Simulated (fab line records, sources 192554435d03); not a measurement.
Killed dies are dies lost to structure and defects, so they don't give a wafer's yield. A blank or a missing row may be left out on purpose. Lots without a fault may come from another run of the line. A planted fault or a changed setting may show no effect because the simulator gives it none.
fab line records | flow n5_finfet
record lots=24 wafers=72 last_day=19
route steps=1938 shown BEOL_M1@793
lots that met no fault: from a run of the same line without faults
start_h: hours from the record's first day to the start of the lot's first wafer shown | wait_h: hours since the lot's step before | " the same as in the row above | L1.1+2: a row that stands for several wafers | - no value, or no start given | * or withheld: withheld | < > ~ a bound
route shown NAME@n: a module of which the file shows steps, and the number in the route of the first | usual: mean/standard deviation of fault-free wafers | same: alike in all rows | chamber/n: place in a boat | sites: the reading at each site | _std_site: their standard deviation | _edge_site: outer sites' mean less inner sites' | radius_mm: how far each site lies from the wafer's centre | mask NAME#n: copy n | behind: the tool/chamber that last shaped the wafer | hold: why the lot was held/for how many hours/how that ended | device: the transistor (n, p or np) that didn't switch | end of line: the same wafers' tests at the end of the route | a step without rows: its recipe alone | killed: dies lost to structure and defects at the first sort, not the wafer's yield | map: a wafer's dies, x killed, . not, _ none there
set.NAME: the setting as run; set.NAME@STEP: as run at that earlier step | model.NAME: the simulator's own value behind a step, which no gauge read
steps of the route over a sample of lots; a table a step, a row a wafer
services: from which hour (start_h, from the record's first day; less than 0 if before it) a tool's chamber was out of use, for how many hours, and why
## steps
# step N5_BEOL_M1_ETCHBACK_99
# recipe chemistry=CHF3 target=SiO2 target_depth_a=50 time_s=10.4 source_w=215 bias_w=47 Ar_flow_sccm=200 CHF3_flow_sccm=12 ion_energy_ev=100 pressure_mtorr=30
# usual drypump_motor_current_A=5.9/0.41 oes_product_au=0.76/0.061 rf_vpp_V=241.1/1.7 showerhead_plenum_p_Torr=2.18/0.056 throttle_valve_pct=17.11/0.15
# columns lot.wafer tool chamber start_h wait_h drypump_motor_current_A oes_product_au rf_hours_counter_h rf_vpp_V showerhead_plenum_p_Torr throttle_valve_pct
L074.2 rie_diel-05 0 126.56 4.2 5.2 0.81 71 240.0 2.19 17.25
L074.3 " 2 " " 5.7 0.74 184 243.0 2.22 17.27
L074.5 " 3 " " 5.7 0.87 - 242.9 2.28 16.99
L075.3 rie_diel-04 2 130.89 2.5 6.5 0.74 190 239.4 2.14 16.97
L075.5 " 0 " " 5.5 0.86 - 242.1 2.27 16.80
L075.6 " 3 " " 6.5 0.71 - 238.0 2.15 17.03
L076.2 rie_diel-03 0 137.94 1.0 6.4 0.75 191 241.3 2.13 17.08
L076.4 " 3 " " 5.6 0.72 - 244.3 2.14 17.19
L076.5 " 1 " " 6.1 0.91 - 239.8 2.10 16.84
L077.2 rie_diel-05 2 141.03 0.4 5.7 0.74 188 241.4 2.22 17.26
L077.4 " 3 " " 5.7 0.88 40 243.5 2.28 17.02
L077.5 " 1 " " 5.8 0.75 - 241.2 2.24 17.11
L078.1 rie_diel-03 0 146.69 0.4 6.4 0.74 194 242.1 2.13 17.07
L078.3 " 3 " " 5.6 0.70 198 243.9 2.14 17.18
L078.5 " 3 " " 5.6 0.70 - 243.0 2.14 17.20
L079.3 rie_diel-03 3 152.07 2.4 5.6 0.72 200 243.3 2.14 17.20
L079.4 " 0 " " 6.3 0.73 - 240.1 2.13 17.08
L079.6 " 3 " " 5.6 0.71 - 243.8 2.14 17.21
L080.1 rie_diel-04 1 161.85 3.1 6.2 0.76 139 240.6 2.15 17.22
L080.3 " 2 " " 6.6 0.74 198 241.2 2.13 16.99
L080.4 " 3 " " 6.5 0.71 169 238.1 2.15 17.04
L082.1 rie_diel-04 0 169.47 0.6 5.4 0.85 59 243.0 2.27 16.82
L082.3 " 2 " " 6.5 0.73 201 240.4 2.13 16.99
L082.4 " 1 " " 6.2 0.76 142 242.8 2.15 17.22
L081.1 rie_diel-03 0 172.40 2.4 6.4 0.74 202 241.0 2.12 17.09
L081.2 " 3 " " 5.6 0.70 206 242.9 2.13 17.21
L081.5 " 3 " " 5.6 0.70 - 244.3 2.13 17.20
L083.1 rie_diel-05 2 182.88 4.2 5.7 0.72 200 242.3 2.22 17.31
L083.3 " 0 " " 5.2 0.80 87 240.0 2.18 17.27
L083.6 " 2 " " 5.7 0.73 - 240.7 2.21 17.28
L084.1 rie_diel-03 2 187.11 2.8 5.4 0.74 181 240.2 2.14 16.91
L084.3 " 1 " " 6.0 0.88 38 238.1 2.10 16.84
L084.4 " 0 " " 6.4 0.73 205 242.1 2.12 17.10
L086.1 rie_diel-03 0 208.51 7.5 6.4 0.73 213 240.9 2.12 17.11
L086.2 " 2 " " 5.4 0.74 188 239.5 2.14 16.92
L086.6 " 3 " " 5.6 0.70 - 243.1 2.13 17.23
L085.3 rie_diel-04 0 208.54 7.5 5.4 0.84 71 242.7 2.26 16.84
L085.4 " 1 " " 6.2 0.75 153 241.2 2.15 17.24
L085.6 " 2 " " 6.5 0.73 - 240.3 2.13 17.02
L087.3 rie_diel-05 3 213.48 9.3 5.7 0.84 62 243.6 2.27 17.05
L087.5 " 3 " " 5.7 0.84 - 243.0 2.27 17.04
L087.6 " 0 " " 5.2 0.79 - 240.9 2.18 17.31
L088.1 rie_diel-04 3 214.71 8.1 6.4 0.70 184 240.3 2.14 17.05
L088.3 " 0 " " 5.4 0.84 73 242.4 2.26 16.85
L088.5 " 2 " " 6.6 0.72 - 240.2 2.13 17.02
L089.3 rie_diel-05 3 223.29 8.2 5.7 0.84 65 242.1 2.27 17.05
L089.5 " 1 " " 5.8 0.73 - 238.5 2.23 17.15
L089.6 " 0 " " 5.3 0.79 - 241.1 2.18 17.31
L091.1 rie_diel-04 0 223.41 2.0 5.4 0.83 75 242.6 2.26 16.85
L091.2 " 3 " " 6.4 0.70 186 238.3 2.14 17.06
L091.4 " 1 " " 6.2 0.75 157 241.6 2.14 17.25
L090.1 rie_diel-03 2 226.19 4.6 5.5 0.74 194 239.7 2.13 16.92
L090.2 " 1 " " 6.0 0.86 50 240.2 2.09 16.87
L090.4 " 3 " " 5.6 0.69 223 244.9 2.13 17.23
L092.1 rie_diel-04 2 236.49 4.3 6.5 0.72 218 239.4 2.13 17.03
L092.2 " 0 " " 5.4 0.83 79 242.3 2.26 16.85
L092.6 " 3 " " 6.4 0.69 - 237.8 2.14 17.07
L093.1 rie_diel-05 2 244.51 8.7 5.7 0.71 219 244.1 2.21 17.32
L093.3 " 1 " " 5.8 0.72 186 239.2 2.23 17.16
L093.6 " 2 " " 5.7 0.71 - 241.3 2.21 17.32
L094.1 rie_diel-05 3 247.62 8.6 5.7 0.82 72 244.0 2.27 17.06
L094.3 " 0 " " 5.2 0.77 106 241.2 2.17 17.32
L094.4 " 1 " " 5.8 0.72 187 238.4 2.23 17.18
L095.1 rie_diel-05 1 253.05 2.9 5.8 0.72 189 240.4 2.23 17.17
L095.2 " 0 " " 5.2 0.78 108 239.8 2.17 17.31
L095.5 " 3 " " 5.7 0.83 - 242.0 2.27 17.08
L097.2 rie_diel-05 3 266.88 6.5 5.7 0.82 78 242.5 2.26 17.05
L097.5 " 2 " " 5.7 0.70 - 241.8 2.21 17.32
L097.6 " 3 " " 5.7 0.82 - 243.7 2.26 17.08
L096.1 rie_diel-05 2 273.05 4.9 5.7 0.70 226 243.1 2.21 17.34
L096.5 " 0 " " 5.3 0.77 - 240.5 2.17 17.33
L096.6 " 3 " " 5.7 0.81 - 243.4 2.26 17.06
# step N5_BEOL_M1_PRE_CLEAN_45
# recipe gas=H2/He time_s=30 temp_c=250
# usual heater_power_w=338/38
# columns lot.wafer tool chamber start_h wait_h heater_power_w
L074.2 pvd_sputter-03 - 127.35 0.0 367
L074.3 " - " " 267
L074.5 " - " " 360
L075.3 pvd_sputter-03 - 132.38 0.0 350
L075.5 " - " " 276
L075.6 " - " " 352
L076.2 pvd_sputter-03 - 138.81 0.0 377
L076.4 " - " " 356
L076.5 " - " " 382
L077.2 pvd_sputter-02 - 141.87 0.0 359
L077.4 " - " " 308
L077.5 " - " " 342
L078.1 pvd_sputter-01 - 147.60 0.0 287
L078.3 " - " " 370
L078.5 " - " " 308
L079.3 pvd_sputter-03 - 152.91 0.0 279
L079.4 " - " " 388
L079.6 " - " " 364
L080.1 pvd_sputter-01 - 162.92 0.0 305
L080.3 " - " " 284
L080.4 " - " " 380
L082.1 pvd_sputter-01 - 170.09 0.0 371
L082.3 " - " " 285
L082.4 " - " " 280
L081.1 pvd_sputter-03 - 173.31 0.0 383
L081.2 " - " " 365
L081.5 " - " " 374
L083.1 pvd_sputter-03 - 183.70 0.0 279
L083.3 " - " " 361
L083.6 " - " " 394
L084.1 pvd_sputter-02 - 188.11 0.0 334
L084.3 " - " " 309
L084.4 " - " " 357
L086.1 pvd_sputter-01 - 209.30 0.0 381
L086.2 " - " " 299
L086.6 " - " " 370
L085.3 pvd_sputter-03 - 209.45 0.0 365
L085.4 " - " " 393
L085.6 " - " " 393
L087.3 pvd_sputter-03 - 214.33 0.0 386
L087.5 " - " " 386
L087.6 " - " " 276
L088.1 pvd_sputter-01 - 216.06 0.0 312
L088.3 " - " " 373
L088.5 " - " " 280
L089.3 pvd_sputter-01 - 224.03 0.0 310
L089.5 " - " " 282
L089.6 " - " " 307
L091.1 pvd_sputter-01 - 224.11 0.0 292
L091.2 " - " " 386
L091.4 " - " " 306
L090.1 pvd_sputter-02 - 227.25 0.0 351
L090.2 " - " " 309
L090.4 " - " " 338
L092.1 pvd_sputter-02 - 237.25 0.0 353
L092.2 " - " " 307
L092.6 " - " " 319
L093.1 pvd_sputter-03 - 245.37 0.0 358
L093.3 " - " " 386
L093.6 " - " " 276
L094.1 pvd_sputter-02 - 248.86 0.0 299
L094.3 " - " " 349
L094.4 " - " " 330
L095.1 pvd_sputter-02 - 253.92 0.0 339
L095.2 " - " " 345
L095.5 " - " " 359
L097.2 pvd_sputter-02 - 268.49 0.0 306
L097.5 " - " " 343
L097.6 " - " " 304
L096.1 pvd_sputter-03 - 273.86 0.0 393
L096.5 " - " " 366
L096.6 " - " " 385
# step N5_BEOL_M1_ANNEAL_80
# recipe temp_c=400 time_s=240 ambient=vacuum
# usual heater_power_w=844/88
# columns lot.wafer tool chamber start_h wait_h heater_power_w
L074.2 pvd_sputter-01 - 128.34 0.0 696
L074.3 " - " " 932
L074.5 " - " " 792
L075.3 pvd_sputter-03 - 133.53 0.0 869
L075.5 " - " " 966
L075.6 " - " " 971
L076.2 pvd_sputter-01 - 139.87 0.0 925
L076.4 " - " " 773
L076.5 " - " " 709
L077.2 pvd_sputter-01 - 142.72 0.0 773
L077.4 " - " " 709
L077.5 " - " " 761
L078.1 pvd_sputter-01 - 148.70 0.0 781
L078.3 " - " " 716
L078.5 " - " " 775
L079.3 pvd_sputter-03 - 155.72 0.0 976
L079.4 " - " " 699
L079.6 " - " " 684
L080.1 pvd_sputter-02 - 164.24 0.0 840
L080.3 " - " " 902
L080.4 " - " " 767
L082.1 pvd_sputter-03 - 171.29 0.0 690
L082.3 " - " " 979
L082.4 " - " " 962
L081.1 pvd_sputter-03 - 174.43 0.0 973
L081.2 " - " " 954
L081.5 " - " " 988
L083.1 pvd_sputter-01 - 186.22 0.0 711
L083.3 " - " " 943
L083.6 " - " " 769
L084.1 pvd_sputter-02 - 189.25 0.0 778
L084.3 " - " " 841
L084.4 " - " " 888
L085.3 pvd_sputter-03 - 210.59 0.0 904
L085.4 " - " " 939
L085.6 " - " " 928
L086.1 pvd_sputter-01 - 212.14 0.0 770
L086.2 " - " " 780
L086.6 " - " " 932
L087.3 pvd_sputter-03 - 215.39 0.0 967
L087.5 " - " " 903
L087.6 " - " " 681
L088.1 pvd_sputter-01 - 216.96 0.0 726
L088.3 " - " " 900
L088.5 " - " " 946
L089.3 pvd_sputter-02 - 225.17 0.0 834
L089.5 " - " " 763
L089.6 " - " " 869
L091.1 pvd_sputter-03 - 226.66 0.0 991
L091.2 " - " " 909
L091.4 " - " " 950
L090.1 pvd_sputter-02 - 228.42 0.0 735
L090.2 " - " " 882
L090.4 " - " " 817
L092.1 pvd_sputter-02 - 238.12 0.0 882
L092.2 " - " " 846
L092.6 " - " " 778
L093.1 pvd_sputter-02 - 246.60 0.0 793
L093.3 " - " " 849
L093.6 " - " " 859
L094.1 pvd_sputter-02 - 250.04 0.0 873
L094.3 " - " " 856
L094.4 " - " " 772
L095.1 pvd_sputter-02 - 254.90 0.0 876
L095.2 " - " " 890
L095.5 " - " " 785
L097.2 pvd_sputter-02 - 271.93 0.0 886
L097.5 " - " " 758
L097.6 " - " " 858
L096.1 pvd_sputter-01 - 274.85 0.0 752
L096.5 " - " " 918
L096.6 " - " " 770
# step N5_BEOL_M1_ANNEAL_89
# recipe temp_c=400 time_s=240 ambient=vacuum
# usual heater_power_w=844/89
# columns lot.wafer tool chamber start_h wait_h heater_power_w
L074.2 pvd_sputter-01 - 129.00 0.0 709
L074.3 " - " " 962
L074.5 " - " " 784
L075.3 pvd_sputter-03 - 134.19 0.0 906
L075.5 " - " " 963
L075.6 " - " " 993
L076.2 pvd_sputter-01 - 140.53 0.0 917
L076.4 " - " " 783
L076.5 " - " " 733
L077.2 pvd_sputter-01 - 143.38 0.0 776
L077.4 " - " " 694
L077.5 " - " " 755
L078.1 pvd_sputter-01 - 149.36 0.0 766
L078.3 " - " " 716
L078.5 " - " " 756
L079.3 pvd_sputter-03 - 156.38 0.0 982
L079.4 " - " " 672
L079.6 " - " " 699
L080.1 pvd_sputter-02 - 164.90 0.0 844
L080.3 " - " " 875
L080.4 " - " " 764
L082.1 pvd_sputter-03 - 171.95 0.0 697
L082.3 " - " " 981
L082.4 " - " " 973
L081.1 pvd_sputter-03 - 175.09 0.0 981
L081.2 " - " " 953
L081.5 " - " " 974
L083.1 pvd_sputter-01 - 186.88 0.0 710
L083.3 " - " " 932
L083.6 " - " " 768
L084.1 pvd_sputter-02 - 189.91 0.0 764
L084.3 " - " " 860
L084.4 " - " " 889
L085.3 pvd_sputter-03 - 211.25 0.0 903
L085.4 " - " " 955
L085.6 " - " " 886
L086.1 pvd_sputter-01 - 212.80 0.0 762
L086.2 " - " " 765
L086.6 " - " " 922
L087.3 pvd_sputter-03 - 216.05 0.0 945
L087.5 " - " " 905
L087.6 " - " " 712
L088.1 pvd_sputter-01 - 217.62 0.0 696
L088.3 " - " " 909
L088.5 " - " " 939
L089.3 pvd_sputter-02 - 225.83 0.0 823
L089.5 " - " " 769
L089.6 " - " " 866
L091.1 pvd_sputter-03 - 227.32 0.0 970
L091.2 " - " " 904
L091.4 " - " " 928
L090.1 pvd_sputter-02 - 229.08 0.0 783
L090.2 " - " " 893
L090.4 " - " " 840
L092.1 pvd_sputter-02 - 238.78 0.0 887
L092.2 " - " " 866
L092.6 " - " " 778
L093.1 pvd_sputter-02 - 247.26 0.0 752
L093.3 " - " " 849
L093.6 " - " " 864
L094.1 pvd_sputter-02 - 250.70 0.0 867
L094.3 " - " " 870
L094.4 " - " " 764
L095.1 pvd_sputter-02 - 255.56 0.0 873
L095.2 " - " " 877
L095.5 " - " " 787
L097.2 pvd_sputter-02 - 272.59 0.0 877
L097.5 " - " " 784
L097.6 " - " " 876
L096.1 pvd_sputter-01 - 275.51 0.0 778
L096.5 " - " " 935
L096.6 " - " " 785
# step N5_BEOL_M1_SPUTTER_94
# recipe material=Cu target_thk_a=45 temp_c=-20 chamber_pressure_pa=0.07 power_w=withheld time_s=8.29
# usual throttle_valve_pct=29.6/0.98
# columns lot.wafer tool chamber start_h wait_h throttle_valve_pct
L074.2 pvd_sputter-01 - 129.58 0.1 28.5
L074.3 " - " " 29.8
L074.5 " - " " 29.8
L075.3 pvd_sputter-03 - 134.77 0.1 29.5
L075.5 " - " " 29.5
L075.6 " - " " 31.9
L076.2 pvd_sputter-01 - 141.11 0.1 29.4
L076.4 " - " " 30.3
L076.5 " - " " 28.4
L077.2 pvd_sputter-01 - 143.96 0.1 29.9
L077.4 " - " " 28.5
L077.5 " - " " 30.4
L078.1 pvd_sputter-01 - 149.94 0.1 29.7
L078.3 " - " " 28.2
L078.5 " - " " 30.0
L079.3 pvd_sputter-03 - 156.96 0.1 29.7
L079.4 " - " " 30.1
L079.6 " - " " 29.7
L080.1 pvd_sputter-02 - 165.48 0.1 29.9
L080.3 " - " " 28.0
L080.4 " - " " 28.7
L082.1 pvd_sputter-03 - 172.53 0.1 29.8
L082.3 " - " " 31.9
L082.4 " - " " 29.8
L081.1 pvd_sputter-03 - 175.67 0.1 31.7
L081.2 " - " " 29.6
L081.5 " - " " 32.0
L083.1 pvd_sputter-01 - 187.46 0.1 28.4
L083.3 " - " " 29.7
L083.6 " - " " 30.2
L084.1 pvd_sputter-02 - 190.49 0.1 28.7
L084.3 " - " " 29.7
L084.4 " - " " 27.9
L085.3 pvd_sputter-03 - 211.83 0.1 29.1
L085.4 " - " " 29.5
L085.6 " - " " 29.1
L086.1 pvd_sputter-01 - 213.38 0.1 30.0
L086.2 " - " " 30.4
L086.6 " - " " 29.6
L087.3 pvd_sputter-03 - 216.63 0.1 29.6
L087.5 " - " " 29.3
L087.6 " - " " 29.9
L088.1 pvd_sputter-01 - 218.20 0.1 28.5
L088.3 " - " " 29.6
L088.5 " - " " 29.5
L089.3 pvd_sputter-02 - 226.41 0.1 29.8
L089.5 " - " " 28.7
L089.6 " - " " 30.2
L091.1 pvd_sputter-03 - 227.90 0.1 32.2
L091.2 " - " " 29.4
L091.4 " - " " 29.3
L090.1 pvd_sputter-02 - 229.66 0.1 28.8
L090.2 " - " " 27.7
L090.4 " - " " 30.1
L092.1 pvd_sputter-02 - 239.36 0.1 27.8
L092.2 " - " " 29.8
L092.6 " - " " 28.5
L093.1 pvd_sputter-02 - 247.84 0.1 28.6
L093.3 " - " " 29.8
L093.6 " - " " 29.8
L094.1 pvd_sputter-02 - 251.28 0.1 29.8
L094.3 " - " " 27.7
L094.4 " - " " 29.0
L095.1 pvd_sputter-02 - 256.14 0.1 29.7
L095.2 " - " " 27.8
L095.5 " - " " 28.6
L097.2 pvd_sputter-02 - 273.17 0.1 27.9
L097.5 " - " " 28.5
L097.6 " - " " 30.1
L096.1 pvd_sputter-01 - 276.09 0.1 30.4
L096.5 " - " " 29.3
L096.6 " - " " 30.2
# step N5_BEOL_M1_PRE_CLEAN_60
# recipe gas=NH3/H2 time_s=15 temp_c=* rf_power_w=300
# usual heater_power_w=81/5.4
# columns lot.wafer tool chamber start_h wait_h heater_power_w
L074.2 cvd_co-01 2 130.62 0.0 86
L074.3 " 0 " " 73
L074.5 " 2 " " 85
L075.3 cvd_co-02 2 136.03 0.2 85
L075.5 " 2 " " 84
L075.6 " 0 " " 73
L076.2 cvd_co-02 1 142.16 0.0 85
L076.4 " 0 " " 73
L076.5 " 2 " " 86
L077.2 cvd_co-01 2 145.10 0.1 83
L077.4 " 2 " " 85
L077.5 " 1 " " 80
L078.1 cvd_co-02 0 150.99 0.0 74
L078.3 " 1 " " 87
L078.5 " 1 " " 86
L079.3 cvd_co-02 0 158.00 0.0 75
L079.4 " 0 " " 75
L079.6 " 1 " " 85
L080.1 cvd_co-01 1 166.73 0.2 79
L080.3 " 0 " " 76
L080.4 " 1 " " 79
L082.1 cvd_co-01 0 173.57 0.0 75
L082.3 " 0 " " 73
L082.4 " 0 " " 74
L081.1 cvd_co-01 0 176.71 0.0 75
L081.2 " 0 " " 75
L081.5 " 0 " " 76
L083.1 cvd_co-01 0 188.67 0.2 74
L083.3 " 0 " " 75
L083.6 " 0 " " 74
L084.1 cvd_co-02 2 191.54 0.0 86
L084.3 " 1 " " 87
L084.4 " 1 " " 87
L085.3 cvd_co-01 0 212.87 0.0 75
L085.4 " 2 " " 87
L085.6 " 0 " " 75
L086.1 cvd_co-01 0 214.52 0.1 76
L086.2 " 2 " " 86
L086.6 " 0 " " 73
L087.3 cvd_co-02 1 217.67 0.0 88
L087.5 " 2 " " 88
L087.6 " 1 " " 85
L088.1 cvd_co-02 1 219.25 0.0 88
L088.3 " 0 " " 73
L088.5 " 1 " " 86
L089.3 cvd_co-01 1 227.46 0.0 82
L089.5 " 0 " " 77
L089.6 " 2 " " 86
L091.1 cvd_co-02 2 229.04 0.0 86
L091.2 " 0 " " 76
L091.4 " 2 " " 85
L090.1 cvd_co-02 2 231.08 0.3 86
L090.2 " 1 " " 87
L090.4 " 0 " " 74
L092.1 cvd_co-01 0 240.40 0.0 75
L092.2 " 2 " " 86
L092.6 " 2 " " 86
L093.1 cvd_co-01 0 248.88 0.0 77
L093.3 " 1 " " 82
L093.6 " 1 " " 81
L094.1 cvd_co-02 2 253.57 0.1 86
L094.3 " 0 " " 71
L094.4 " 0 " " 75
L095.1 cvd_co-01 0 257.51 0.0 75
L095.2 " 2 " " 87
L095.5 " 0 " " 77
L097.2 cvd_co-02 0 274.66 0.2 74
L097.5 " 2 " " 86
L097.6 " 1 " " 87
L096.1 cvd_co-02 1 277.14 0.0 86
L096.5 " 1 " " 86
L096.6 " 2 " " 87
## services
# columns tool chamber start_h hours kind
cvd_co-01 1 114.74 - clean
cvd_co-01 1 114.74 22.0 scheduled_down
cvd_co-01 1 114.74 22.0 vent_cycle
rie_diel-05 - 140.08 0.4 repair
cvd_co-02 - 144.26 3.0 repair
cvd_co-01 - 147.27 6.0 pm
cvd_co-01 2 167.15 10.9 repair
cvd_co-01 1 167.27 34.5 repair
pvd_sputter-02 - 174.26 5.0 repair
cvd_co-02 - 178.10 0.3 repair
cvd_co-01 - 202.00 3.4 repair
rie_diel-03 1 235.73 2.8 repair
rie_diel-03 - 252.66 2.8 pm
rie_diel-04 3 264.39 11.2 repair
## key
fault none
